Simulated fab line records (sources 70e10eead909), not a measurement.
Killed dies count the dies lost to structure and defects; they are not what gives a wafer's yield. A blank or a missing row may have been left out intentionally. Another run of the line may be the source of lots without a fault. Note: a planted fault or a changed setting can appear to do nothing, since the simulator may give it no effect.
One fault through the eyes of 2 desks / flow nand harc / numbers are kept per desk, each desk with only its own; the story behind them comes last

## THE METROLOGY DESK
Lot by lot, what the gauges showed, no matter which tool ran the lot: averages of those sampled wafers that carry a number. Marked OUT: a lot whose mean sits more than 4 standard deviations from the usual mean, which makes it out of limits; the brackets give that distance.
Columns: A = thk nm at NHARC_P_M1_THK_MEAS_24, usual 158.1 nm
lot=L886; first seen here=day 6 14:05; A=159.4
lot=L888; first seen here=day 7 02:02; A=160.5
lot=L887; first seen here=day 7 03:08; A=156.2
lot=L890; first seen here=day 7 22:52; A=158.2
lot=L896; first seen here=day 9 05:25; A=157.5
lot=L895; first seen here=day 9 14:07; A=157.1
lot=L900; first seen here=day 10 01:49; A=158.8
lot=L902; first seen here=day 10 12:27; A=157.3
lot=L903; first seen here=day 10 17:30; A=158.8
lot=L905; first seen here=day 11 08:16; A=159.0
lot=L906; first seen here=day 11 09:13; A=156.9
lot=L907; first seen here=day 11 23:59; A=157.9
Finding of this desk: none of the 12 lots has anything out of limits.

## THE TOOL OWNER'S DESK: rie diel-07
The tool's own readings at NHARC_P_M2_ETCH_35 (etches the open film in N2/H2, target depth 40 nm, overetch 12 nm, time 43.94 s): means of the sampled wafers that have a number, for each lot that ran on this tool. Marked OUT: a lot whose mean sits more than 4 standard deviations from the usual mean, which makes it out of limits; the brackets give that distance. Only the readings that lie furthest out on some lot appear, 7 of the 8 it has.
Columns: A = bias w at NHARC_P_M2_ETCH_35, usual 150.0 W; B = chamber pressure mTorr at NHARC_P_M2_ETCH_35, usual 29.994 mTorr; C = n2 flow sccm at NHARC_P_M2_ETCH_35, usual 150.0 sccm; D = oes product au at NHARC_P_M2_ETCH_35, usual 1.002 a.u.; E = rf vpp V at NHARC_P_M2_ETCH_35, usual 430.1 V; F = showerhead plenum p Torr at NHARC_P_M2_ETCH_35, usual 2.03 Torr; G = throttle valve pct at NHARC_P_M2_ETCH_35, usual 14.171 %
lot=L886; first seen here=day 6 15:56; A=149.9; B=30.028; C=149.8; D=1.010; E=430.3; F=2.00; G=14.163
lot=L890; first seen here=day 8 00:41; A=150.0; B=29.989; C=150.2; D=0.998; E=429.5; F=2.03; G=14.174
lot=L900; first seen here=day 10 03:42; A=150.3; B=29.996; C=149.8; D=1.013; E=428.2; F=1.95; G=14.174
lot=L905; first seen here=day 11 10:13; A=149.4; B=29.991; C=149.9; D=1.003; E=430.8; F=2.04; G=14.173
lot=L906; first seen here=day 11 11:02; A=150.1; B=29.991; C=150.2; D=1.011; E=431.5; F=2.05; G=14.167
lot=L907; first seen here=day 12 01:40; A=149.7; B=29.984; C=149.7; D=1.012; E=429.4; F=2.00; G=14.171
Finding of this desk: none of the 6 lots has anything out of limits.

## BROUGHT TOGETHER
From the metrology desk's view, nothing was out of limits.
Nothing out of limits was seen by the tool owner's desk.

## WHAT THE SIMULATOR PUT IN
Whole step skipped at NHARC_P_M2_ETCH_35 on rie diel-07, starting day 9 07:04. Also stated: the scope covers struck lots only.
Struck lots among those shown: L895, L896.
